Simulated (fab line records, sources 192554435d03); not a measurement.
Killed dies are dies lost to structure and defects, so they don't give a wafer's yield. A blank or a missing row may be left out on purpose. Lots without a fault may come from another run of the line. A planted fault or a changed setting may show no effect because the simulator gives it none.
fab line records | flow n5_finfet
record lots=8 wafers=24 last_day=19
route steps=1938 shown BEOL_M4@1111 BEOL_M15@1786 MIM_TOP@1836 PASSIVATION@1936
lots that met no fault: from a run of the same line without faults
start_h: hours from the record's first day to the start of the lot's first wafer shown | wait_h: hours since the lot's step before | " the same as in the row above | L1.1+2: a row that stands for several wafers | - no value, or no start given | * or withheld: withheld | < > ~ a bound
route shown NAME@n: a module of which the file shows steps, and the number in the route of the first | usual: mean/standard deviation of fault-free wafers | same: alike in all rows | chamber/n: place in a boat | sites: the reading at each site | _std_site: their standard deviation | _edge_site: outer sites' mean less inner sites' | radius_mm: how far each site lies from the wafer's centre | mask NAME#n: copy n | behind: the tool/chamber that last shaped the wafer | hold: why the lot was held/for how many hours/how that ended | device: the transistor (n, p or np) that didn't switch | end of line: the same wafers' tests at the end of the route | a step without rows: its recipe alone | killed: dies lost to structure and defects at the first sort, not the wafer's yield | map: a wafer's dies, x killed, . not, _ none there
set.NAME: the setting as run; set.NAME@STEP: as run at that earlier step | model.NAME: the simulator's own value behind a step, which no gauge read
steps of the route over a sample of lots; a table a step, a row a wafer
services: from which hour (start_h, from the record's first day; less than 0 if before it) a tool's chamber was out of use, for how many hours, and why
## steps
# step N5_BEOL_M4_RC_MEAS_101
# usual DIBL_N=36.3/1.6 DIBL_P=36.4/2.1 IOFF_N=0.16/0.032 IOFF_P=0.22/0.044 ION_N=675/12 ION_P=463/8.3 SS_N=71.6/0.64 SS_P=73.3/0.67 VT_N=250/3.3 VT_P=-250/3.7
# columns lot.wafer tool chamber start_h wait_h DIBL_N[mV/V] DIBL_P[mV/V] IOFF_N[nA/um] IOFF_P[nA/um] ION_N[uA/um] ION_P[uA/um] SS_N[mV/dec] SS_P[mV/dec] VT_N[mV] VT_P[mV]
L838.3 prober-02 0 226.43 0.3 38.8 38.2 0.18 0.23 684 466 71.7 73.9 252 -247
L838.4 " 0 " " 35.0 33.1 0.12 0.16 666 455 70.6 73.1 256 -255
L838.5 " 0 " " 36.4 35.1 0.15 0.20 686 464 71.9 73.5 251 -251
L840.3 prober-02 0 232.50 0.3 36.3 35.5 0.15 0.19 674 463 70.6 73.7 251 -251
L840.4 " 0 " " 35.1 33.6 0.13 0.17 667 462 70.5 73.0 250 -252
L840.6 " 0 " " 37.4 36.4 0.18 0.21 694 471 71.2 72.5 246 -254
L842.2 prober-01 0 252.46 0.2 36.8 38.9 0.19 0.26 690 472 71.3 74.1 249 -248
L842.3 " 0 " " 36.9 38.7 0.19 0.26 682 471 71.8 73.6 249 -248
L842.5 " 0 " " 37.2 40.1 0.20 0.29 697 486 71.9 74.9 247 -245
L844.1 prober-02 0 257.00 0.0 35.4 35.7 0.15 0.18 665 457 71.2 72.8 251 -254
L844.2 " 0 " " 37.9 38.7 0.21 0.23 697 468 71.7 74.1 246 -250
L844.6 " 0 " " 36.7 37.3 0.18 0.20 674 454 71.2 73.0 249 -251
L847.2 prober-01 0 279.55 0.2 37.1 37.6 0.17 0.23 692 464 72.2 73.9 248 -250
L847.3 " 0 " " 36.7 35.7 0.15 0.19 681 456 71.4 72.4 250 -252
L847.4 " 0 " " 35.6 34.2 0.13 0.18 670 453 71.1 72.9 251 -253
L849.3 prober-02 0 300.57 0.3 35.9 34.6 0.14 0.19 661 454 72.3 73.2 251 -250
L849.5 " 0 " " 38.0 38.2 0.19 0.24 675 463 71.3 73.5 246 -249
L849.6 " 0 " " 36.0 35.5 0.15 0.20 661 457 71.9 73.4 251 -250
L852.3 prober-01 0 308.73 0.3 38.0 37.5 0.20 0.26 699 471 72.3 74.3 246 -244
L852.4 " 0 " " 33.7 32.2 0.12 0.17 654 452 70.6 72.7 253 -250
L852.5 " 0 " " 34.7 33.5 0.13 0.18 674 461 71.4 74.0 251 -251
L857.1 prober-02 0 354.48 0.0 35.4 36.1 0.13 0.16 665 456 71.8 72.6 254 -253
L857.2 " 0 " " 34.7 35.6 0.13 0.16 662 456 71.1 73.2 252 -256
L857.4 " 0 " " 40.7 41.8 0.24 0.26 697 463 73.0 74.2 245 -247
# step N5_BEOL_M15_DESCUM_15
# recipe chemistry=O2 time_s=7.9 source_power_w=50 bias_power_w=20 pressure_mtorr=20 rf_frequency_hz=2.712e+07 temp_c=40 o2_flow_sccm=225
# usual drypump_motor_current_A=5.6/0.47 oes_product_au=0.81/0.082 rf_vpp_V=243.0/1.4 showerhead_plenum_p_Torr=2.08/0.078 throttle_valve_pct=20.52/0.21
# columns lot.wafer tool chamber start_h wait_h drypump_motor_current_A oes_product_au rf_hours_counter_h rf_vpp_V showerhead_plenum_p_Torr throttle_valve_pct
L838.3 rie_diel-05 3 316.08 0.0 5.0 0.82 77 242.1 2.01 20.24
L838.4 " 2 " " 5.5 0.73 181 241.8 2.02 20.71
L838.5 " 1 " " 5.8 0.83 - 245.9 2.22 20.78
L840.3 rie_diel-01 0 316.17 0.1 6.1 0.88 27 244.2 2.12 20.47
L840.4 " 1 " " 6.1 0.69 243 243.2 2.17 20.62
L840.6 " 0 " " 6.1 0.90 - 244.3 2.12 20.46
L842.2 rie_diel-04 0 339.13 0.0 5.8 0.90 15 241.8 2.04 20.31
L842.3 " 1 " " 5.8 0.79 112 241.2 2.03 20.61
L842.5 " 2 " " 5.5 0.73 - 241.6 1.98 20.23
L844.1 rie_diel-05 0 344.42 0.0 4.7 0.67 245 244.2 2.16 20.79
L844.2 " 1 " " 5.9 0.82 102 245.0 2.21 20.79
L844.6 " 3 " " 5.0 0.82 - 241.1 2.01 20.25
L847.2 rie_diel-05 1 363.72 0.0 5.9 0.82 106 245.4 2.21 20.81
L847.3 " 2 " " 5.5 0.73 194 242.6 2.01 20.72
L847.4 " 3 " " 5.0 0.79 90 242.9 2.01 20.27
L849.3 rie_diel-01 3 389.09 0.0 6.3 0.81 96 241.4 2.00 20.32
L849.5 " 3 " " 6.3 0.81 - 241.9 2.00 20.30
L849.6 " 2 " " 5.1 0.77 - 242.4 2.12 20.40
L852.3 rie_diel-05 1 393.05 0.0 5.9 0.80 119 244.8 2.21 20.82
L852.4 " 1 " " 5.9 0.81 - 244.1 2.21 20.82
L852.5 " 0 " " 4.7 0.97 - 243.7 2.15 20.38
L857.1 rie_diel-05 3 440.74 0.0 5.0 0.78 107 241.0 2.00 20.28
L857.2 " 2 " " 5.5 0.70 222 242.5 2.00 20.78
L857.4 " 1 " " 5.9 0.78 134 245.0 2.20 20.84
# step N5_BEOL_M15_TRENCH_ETCH_34
# recipe chemistry=C4F8/O2/Ar target=SiO2 target_depth_a=8729.3 he_inner_torr=15 he_outer_torr=30 time_s=199 ion_energy_ev=800 pressure_mtorr=20 source_w=1905 bias_w=2040 Ar_flow_sccm=400 C4F8_flow_sccm=16 O2_flow_sccm=12
# usual drypump_motor_current_A=5.7/0.49 mfc_ar_sccm=399.9/1.2 oes_product_au=0.82/0.083 rf_vpp_V=2214/42 showerhead_plenum_p_Torr=3.42/0.089 throttle_valve_pct=30.98/0.27
# columns lot.wafer tool chamber start_h wait_h drypump_motor_current_A mfc_ar_sccm oes_product_au rf_hours_counter_h rf_vpp_V showerhead_plenum_p_Torr throttle_valve_pct
L838.3 rie_diel-05 2 318.52 0.0 5.5 399.5 0.74 182 2184 3.32 31.23
L838.4 " 3 " " 4.9 397.9 0.82 78 2189 3.35 30.99
L838.5 " 0 " " 4.7 398.5 0.69 - 2206 3.51 31.04
L840.3 rie_diel-01 3 318.65 0.0 6.3 399.8 0.84 72 2201 3.38 31.18
L840.4 " 1 " " 6.2 399.1 0.69 244 2223 3.49 30.64
L840.6 " 0 " " 6.1 397.3 0.89 - 2310 3.51 31.22
L842.2 rie_diel-04 1 341.09 0.0 5.8 400.9 0.79 113 2201 3.32 31.06
L842.3 " 2 " " 5.5 398.9 0.74 183 2126 3.30 30.77
L842.5 " 0 " " 5.8 399.6 0.90 - 2241 3.37 30.94
L844.1 rie_diel-04 1 346.09 0.0 5.7 400.2 0.79 115 2203 3.32 31.06
L844.2 " 3 " " 5.9 401.2 0.98 6 2240 3.41 31.23
L844.6 " 0 " " 5.8 399.7 0.90 - 2240 3.37 30.93
L847.2 rie_diel-05 0 365.34 0.0 4.7 400.9 0.67 250 2205 3.51 31.05
L847.3 " 3 " " 5.0 398.8 0.80 91 2188 3.35 31.03
L847.4 " 2 " " 5.5 398.6 0.73 195 2184 3.31 31.26
L849.3 rie_diel-01 2 390.84 0.0 5.1 398.7 0.80 107 2212 3.45 30.65
L849.5 " 3 " " 6.4 400.2 0.82 - 2199 3.37 31.20
L849.6 " 2 " " 5.1 399.6 0.79 - 2211 3.45 30.65
L852.3 rie_diel-05 2 394.73 0.0 5.6 401.4 0.71 207 2182 3.31 31.26
L852.4 " 0 " " 4.7 400.6 0.98 6 2204 3.50 30.78
L852.5 " 0 " " 4.7 400.0 0.98 - 2205 3.50 30.78
L857.1 rie_diel-01 3 442.37 0.0 6.3 398.8 0.80 111 2199 3.36 31.22
L857.2 " 1 " " 6.1 399.8 0.92 24 2221 3.47 30.41
L857.4 " 2 " " 5.1 401.5 0.77 121 2210 3.44 30.67
# step N5_BEOL_M15_SPUTTER_43
# recipe material=TaN target_thk_a=150 temp_c=50 bias_v=168.6 power_w=15000 chamber_pressure_pa=0.12 time_s=24.19
# usual bias_v=168.8/1.7 cathode_dc_power_W=15000/2.8 substrate_temp_c=49.99/0.11 throttle_valve_pct=29.7/0.91
# columns lot.wafer tool chamber start_h wait_h bias_v cathode_dc_power_W substrate_temp_c throttle_valve_pct
L840.3 pvd_sputter-01 - 328.48 0.0 166.5 15001 49.96 28.8
L840.4 " - " " 167.8 14994 49.90 31.2
L840.6 " - " " 166.0 15004 49.79 31.3
L838.3 pvd_sputter-03 - 336.52 0.0 170.2 15001 50.07 30.0
L838.4 " - " " 167.4 15004 50.00 31.4
L838.5 " - " " 169.6 14996 49.82 29.2
L842.2 pvd_sputter-01 - 343.83 0.0 - - - -
L842.3 " - " " - - - -
L842.5 " - " " - - - -
L844.1 pvd_sputter-01 - 346.77 0.0 - - - -
L844.2 " - " " - - - -
L844.6 " - " " - - - -
L847.2 pvd_sputter-01 - 366.93 0.0 170.2 14997 49.99 28.8
L847.3 " - " " 170.1 14999 50.16 31.1
L847.4 " - " " 168.4 15004 50.09 28.7
L849.3 pvd_sputter-01 - 391.52 0.0 169.7 14997 49.94 28.7
L849.5 " - " " 167.4 15001 49.98 28.6
L849.6 " - " " 169.6 15000 49.90 31.6
L852.3 pvd_sputter-02 - 396.45 0.0 170.2 15001 50.07 28.7
L852.4 " - " " 166.4 15004 49.95 29.6
L852.5 " - " " 167.6 15003 50.04 28.8
L857.1 pvd_sputter-03 - 444.63 0.0 164.9 15001 49.98 31.4
L857.2 " - " " 165.8 14999 50.02 30.0
L857.4 " - " " 171.0 14999 49.95 29.7
# step N5_BEOL_M15_CMP_49
# recipe stop_on=SiO2 t_overpolish_s=4.9 down_force_psi=2 platen_rpm=80 clearing_platen_down_force_psi=2 clearing_platen_rpm=80 post_cmp_clean=cu_alkaline target_thk_nm=850 clearing_platen_pad_velocity_m_s=1.5917 pad_velocity_m_s=1.5917
# usual barrier_field_endpoint_s=11.31/0.26 motor_current_A=8.1/0.89 platen_rpm=79.99/0.055 slurry_flow_ml_min=150.1/0.45
# columns lot.wafer tool chamber start_h wait_h barrier_field_endpoint_s motor_current_A platen_rpm slurry_flow_ml_min
L840.4 cmp-03 1 329.45 0.2 11.36 7.2 80.11 149.7
L840.3 " 2 " " 11.35 7.3 79.98 150.4
L840.6 " 0 " " 11.22 7.6 80.02 150.1
L838.3 cmp-03 3 337.68 0.3 11.42 7.9 79.93 150.9
L838.4 " 0 " " 11.40 7.9 79.96 149.5
L838.5 " 2 " " 11.52 7.4 79.88 149.8
L842.2 cmp-02 3 345.56 0.5 5.61 9.1 80.02 150.0
L842.3 " 0 " " 5.86 9.8 80.01 150.1
L842.5 " 3 " " 5.81 8.8 79.97 150.3
L844.2 cmp-02 1 347.79 0.2 5.74 8.4 80.04 148.8
L844.1 " 3 " " 5.77 8.8 80.00 149.3
L844.6 " 2 " " 5.76 8.9 80.04 150.3
L847.3 cmp-03 2 367.79 0.2 11.53 7.9 79.93 151.0
L847.2 " 0 " " 11.28 7.5 80.02 150.0
L847.4 " 1 " " 11.70 7.4 79.96 149.9
L849.3 cmp-01 2 392.45 0.3 11.07 10.0 80.02 150.1
L849.5 " 3 " " 10.97 7.7 80.04 149.5
L849.6 " 0 " " 10.91 8.9 79.99 150.6
L852.3 cmp-03 1 397.27 0.2 11.62 7.4 80.03 150.0
L852.4 " 2 " " 11.43 7.6 79.88 150.6
L852.5 " 2 " " 11.55 7.8 79.88 150.4
L857.1 cmp-03 0 445.49 0.3 11.20 7.4 79.89 150.6
L857.4 " 1 " " 11.08 7.6 80.09 148.7
L857.2 " 2 " " 11.15 7.3 80.00 150.1
# step N5_MIM_TOP_ALD_02
# recipe material=Al2O3 target_thk_a=* temp_c=withheld ald_precursor_family=TMA ald_co_reactant=O3 pulse_time_s=withheld purge_time_s=3 co_reactant_purge_time_s=withheld co_reactant_pulse_time_s=3 ald_cycles=withheld
# usual precursor_pulse_height_rel=1.000/0.019
# columns lot.wafer tool chamber start_h wait_h precursor_pulse_height_rel
L840.3 ald_hk-03 0 - - 1.011
L840.4 " 1 " " 1.009
L840.6 " 2 " " 0.965
L838.3 ald_hk-02 0 - - 1.017
L838.4 " 3 " " 1.001
L838.5 " 3 " " 0.995
L842.2 ald_hk-02 2 - - 0.992
L842.3 " 0 " " 0.994
L842.5 " 3 " " 1.034
L844.1 ald_hk-01 2 - - 0.971
L844.2 " 3 " " 1.032
L844.6 " 2 " " 1.005
L847.2 ald_hk-01 2 - - 1.011
L847.3 " 0 " " 0.998
L847.4 " 1 " " 1.026
L849.3 ald_hk-01 2 - - 1.021
L849.5 " 1 " " 0.981
L849.6 " 2 " " 0.968
L852.3 ald_hk-02 0 - - 0.979
L852.4 " 3 " " 0.999
L852.5 " 3 " " 1.025
L857.1 ald_hk-02 2 - - 1.015
L857.2 " 0 " " 1.008
L857.4 " 3 " " 0.994
# step N5_PASSIVATION_PROBE_49
# usual defect_limited_yield=91.4/1.2 killed_at_M0_to_M3=35/11 killed_at_M4_up=14/6 killed_at_contacts=12/6.7 killed_at_front_end=37/9.7 killed_at_other=3.5/2.5 killed_dies=102/15 killed_on_rim=13/3.6 killed_open=67/12 killed_short=33/7.3 sort_bin_5_function=5.1/0.81 sort_bin_6_memory=3.2/0.65 sort_n_pass=1078/15 sort_yield_pct=91.4/1.2
# same gross_dies=1180 killed_at_back_side=0 sort_bin_4_leakage[%]=0 sort_bin_8_speed[%]=0
# columns lot.wafer tool chamber start_h wait_h defect_limited_yield[%] killed_at_M0_to_M3 killed_at_M4_up killed_at_contacts killed_at_front_end killed_at_other killed_dies killed_on_rim killed_open killed_short sort_bin_5_function[%] sort_bin_6_memory[%] sort_n_pass sort_yield_pct[%]
L842.2 prober-01 - 359.78 0.1 83.6 46 91 15 38 4 194 61 75 40 12.7 3.1 986 83.6
L842.3 prober-01 - 359.83 0.1 84.5 35 94 15 38 1 183 48 60 42 12.4 2.5 997 84.5
L842.5 prober-01 - 359.93 0.2 85.7 23 102 2 35 7 169 42 49 28 11.7 2.5 1011 85.7
L844.1 prober-02 - 360.54 0.0 85.2 38 97 23 15 2 175 52 55 30 11.5 3.0 1005 85.2
L844.2 prober-02 - 360.59 0.1 82.9 32 121 14 31 4 202 50 72 33 14.1 2.7 978 82.9
L844.6 prober-02 - 360.79 0.3 83.0 36 98 26 37 4 201 40 78 34 13.5 3.0 979 83.0
L847.2 prober-02 - 381.59 0.3 91.3 32 30 12 25 4 103 13 70 33 5.6 2.8 1077 91.3
L847.3 prober-02 - 381.64 0.4 90.8 35 23 14 26 10 108 12 78 29 5.3 3.5 1072 90.8
L847.4 prober-02 - 381.69 0.4 93.7 31 10 4 28 1 74 11 46 27 3.8 2.3 1106 93.7
L849.3 prober-02 - 408.47 0.1 91.0 36 13 15 40 2 106 14 66 40 5.3 3.1 1074 91.0
L849.5 prober-02 - 408.57 0.2 92.5 27 15 10 36 1 89 16 58 31 3.8 3.1 1091 92.5
L849.6 prober-02 - 408.62 0.3 91.7 40 18 8 29 3 98 12 62 35 4.8 3.1 1082 91.7
L852.3 prober-01 - 414.80 0.1 89.2 51 3 11 57 5 127 23 84 42 6.1 4.3 1053 89.2
L852.4 prober-01 - 414.85 0.2 88.5 49 17 10 59 1 136 20 87 48 7.1 4.0 1044 88.5
L852.5 prober-01 - 414.90 0.2 89.9 46 13 16 43 1 119 21 70 41 5.8 3.2 1061 89.9
# killed by level:class
L842.2 BEOL_M15:area_sputter=78 MOL_CONTACT_COAG:geometric_particle:open=14 FIN_SAQP:geometric_particle:open=11 BEOL_M0_SAQP:geometric_particle:short=11 BEOL_M0_SAQP:geometric_particle:open=10 FIN_SAQP:geometric_particle:short=8 BEOL_M1:geometric_particle:short=7 BEOL_M4:geometric_particle:open=7
L842.3 BEOL_M15:area_sputter=81 MOL_CONTACT_COAG:geometric_particle:open=11 FIN_SAQP:geometric_particle:short=9 BEOL_M0_SAQP:geometric_particle:short=8 DUMMY_GATE:geometric_particle:open=7 BEOL_M1:geometric_particle:open=7 GATE_CUT:geometric_particle:short=6 BEOL_M2:geometric_particle:open=6
L842.5 BEOL_M15:area_sputter=92 FIN_SAQP:geometric_particle:open=11 GATE_CUT:geometric_particle:short=9 BEOL_M2:geometric_particle:open=6 BEOL_M0_SAQP:geometric_particle:open=5 STI_FIN_REVEAL:geometric_particle:open=3 DUMMY_GATE:geometric_particle:open=3 BEOL_M1:geometric_particle:open=3
L844.1 BEOL_M15:area_sputter=89 BEOL_M2:geometric_particle:open=21 MOL_CONTACT_COAG:geometric_particle:open=16 MOL_CONTACT_COAG:geometric_particle:short=7 STI_FIN_REVEAL:geometric_particle:open=5 BEOL_M0_SAQP:geometric_particle:short=5 GATE_CUT:geometric_particle:short=4 BEOL_M2:geometric_particle:short=4
L844.2 BEOL_M15:area_sputter=96 BEOL_M4:geometric_particle:open=14 STI_FIN_REVEAL:geometric_particle:open=11 BEOL_M2:geometric_particle:open=10 MOL_CONTACT_COAG:geometric_particle:short=9 BEOL_M3:geometric_particle:open=9 FIN_SAQP:geometric_particle:short=5 MOL_CONTACT_COAG:geometric_particle:open=5
L844.6 BEOL_M15:area_sputter=85 MOL_CONTACT_COAG:geometric_particle:open=17 STI_FIN_REVEAL:geometric_particle:open=9 BEOL_M2:geometric_particle:open=9 BEOL_M3:geometric_particle:open=8 MOL_CONTACT_COAG:geometric_particle:short=7 DUMMY_GATE:geometric_particle:open=6 BEOL_M4:geometric_particle:open=6
L847.2 BEOL_M4:geometric_particle:open=14 MOL_CONTACT_COAG:geometric_particle:open=11 BEOL_M0_SAQP:geometric_particle:short=10 BEOL_M3:geometric_particle:open=6 FIN_SAQP:geometric_particle:open=5 STI_FIN_REVEAL:geometric_particle:open=5 FIN_SAQP:geometric_particle:short=4 BEOL_M0_SAQP:geometric_particle:open=4
L847.3 BEOL_M4:geometric_particle:open=15 BEOL_M3:geometric_particle:open=14 STI_FIN_REVEAL:geometric_particle:open=11 MOL_CONTACT_COAG:geometric_particle:open=10 BEOL_M0_SAQP:geometric_particle:open=6 BEOL_M1:geometric_particle:open=5 PASS1_CAP:geometric_particle:short=5 FIN_SAQP:geometric_particle:open=4
L847.4 FIN_SAQP:geometric_particle:short=9 BEOL_M0_SAQP:geometric_particle:open=5 BEOL_M1:geometric_particle:open=5 BEOL_M3:geometric_particle:open=5 FIN_SAQP:geometric_particle:open=4 STI_FIN_REVEAL:geometric_particle:open=4 BEOL_M0:geometric_particle:open=4 BEOL_M2:geometric_particle:open=4
L849.3 MOL_CONTACT_COAG:geometric_particle:open=15 FIN_SAQP:geometric_particle:short=10 FIN_SAQP:geometric_particle:open=9 GATE_CUT:geometric_particle:short=9 BEOL_M3:geometric_particle:open=8 BEOL_M2:geometric_particle:open=8 BEOL_M0_SAQP:geometric_particle:short=6 BEOL_M4:geometric_particle:open=6
L849.5 FIN_SAQP:geometric_particle:open=9 BEOL_M0_SAQP:geometric_particle:short=8 BEOL_M4:geometric_particle:open=8 MOL_CONTACT_COAG:geometric_particle:open=7 BEOL_M1:geometric_particle:open=7 GATE_CUT:geometric_particle:short=5 BEOL_M3:geometric_particle:open=5 STARTING-WAFER:geometric_particle:short=5
L849.6 BEOL_M1:geometric_particle:open=12 FIN_SAQP:geometric_particle:open=8 BEOL_M0_SAQP:geometric_particle:open=7 FIN_SAQP:geometric_particle:short=6 MOL_CONTACT_COAG:geometric_particle:open=6 BEOL_M4:geometric_particle:open=6 BEOL_M3:geometric_particle:open=5 BEOL_M2:geometric_particle:open=5
L852.3 BEOL_M3:geometric_particle:open=19 FIN_SAQP:geometric_particle:open=11 BEOL_M0_SAQP:geometric_particle:short=11 BEOL_M0_SAQP:geometric_particle:open=10 GATE_CUT:geometric_particle:short=9 STI_FIN_REVEAL:geometric_particle:open=9 MOL_CONTACT_COAG:geometric_particle:open=9 FIN_SAQP:geometric_particle:short=7
L852.4 STI_FIN_REVEAL:geometric_particle:open=18 BEOL_M3:geometric_particle:open=14 FIN_SAQP:geometric_particle:short=12 BEOL_M2:geometric_particle:open=11 BEOL_M0_SAQP:geometric_particle:open=9 BEOL_M0_SAQP:geometric_particle:short=8 BEOL_M4:geometric_particle:open=8 FIN_SAQP:geometric_particle:open=6
L852.5 BEOL_M0_SAQP:geometric_particle:open=13 MOL_CONTACT_COAG:geometric_particle:open=12 BEOL_M0_SAQP:geometric_particle:short=11 FIN_SAQP:geometric_particle:open=10 BEOL_M4:geometric_particle:open=9 BEOL_M3:geometric_particle:open=7 FIN_SAQP:geometric_particle:short=6 BEOL_M2:geometric_particle:open=6
## services
# columns tool chamber start_h hours kind
rie_diel-01 0 301.70 3.2 repair
cmp-02 - 301.97 3.8 pm
cmp-03 - 306.56 5.8 pm
cmp-01 - 316.18 0.9 repair
cmp-01 - 322.86 4.0 pm
cmp-03 - 338.77 7.0 repair
ald_hk-02 - 340.73 0.9 repair
cmp-01 - 343.60 5.5 pm
cmp-03 - 355.51 4.0 pm
ald_hk-02 - 356.03 0.5 repair
pvd_sputter-01 - 376.86 2.8 repair
rie_diel-01 0 378.42 9.6 repair
rie_diel-05 3 378.97 14.3 repair
rie_diel-05 0 379.15 1.6 repair
cmp-01 - 382.85 2.2 repair
cmp-02 - 395.86 1.0 repair
cmp-02 - 398.48 3.4 repair
rie_diel-04 0 399.11 26.0 repair
rie_diel-04 2 402.36 8.4 repair
cmp-02 - 402.61 4.0 pm
cmp-01 - 417.91 0.8 repair
rie_diel-05 3 430.73 9.2 repair
pvd_sputter-03 - 434.03 2.5 repair
cmp-03 - 435.23 1.5 repair
## key
first_sign step=N5_BEOL_M15_SPUTTER_43 reading=tool_record direction=missing
effect step=N5_BEOL_M15_CMP_49 reading=barrier_field_endpoint_s direction=down sigmas=22 usual=11.31 struck=5.76
effect step=N5_PASSIVATION_PROBE_49 reading=killed_at_M4_up direction=up sigmas=14 usual=14 struck=100
more_kills_born_at N5_BEOL_M15_SPUTTER_43@pvd_sputter-01=521
met_at N5_BEOL_M15_SPUTTER_43
struck_lots L842,L844
not_acting_at N5_BEOL_M15_DESCUM_15,N5_BEOL_M15_TRENCH_ETCH_34,N5_MIM_TOP_ALD_02
onset_between 328.48 343.83
fault kind=skipped_step_whole tool=pvd_sputter-01 chamber=- onset_h=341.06 steps=N5_BEOL_M15_SPUTTER_43 scope=struck_lots_only
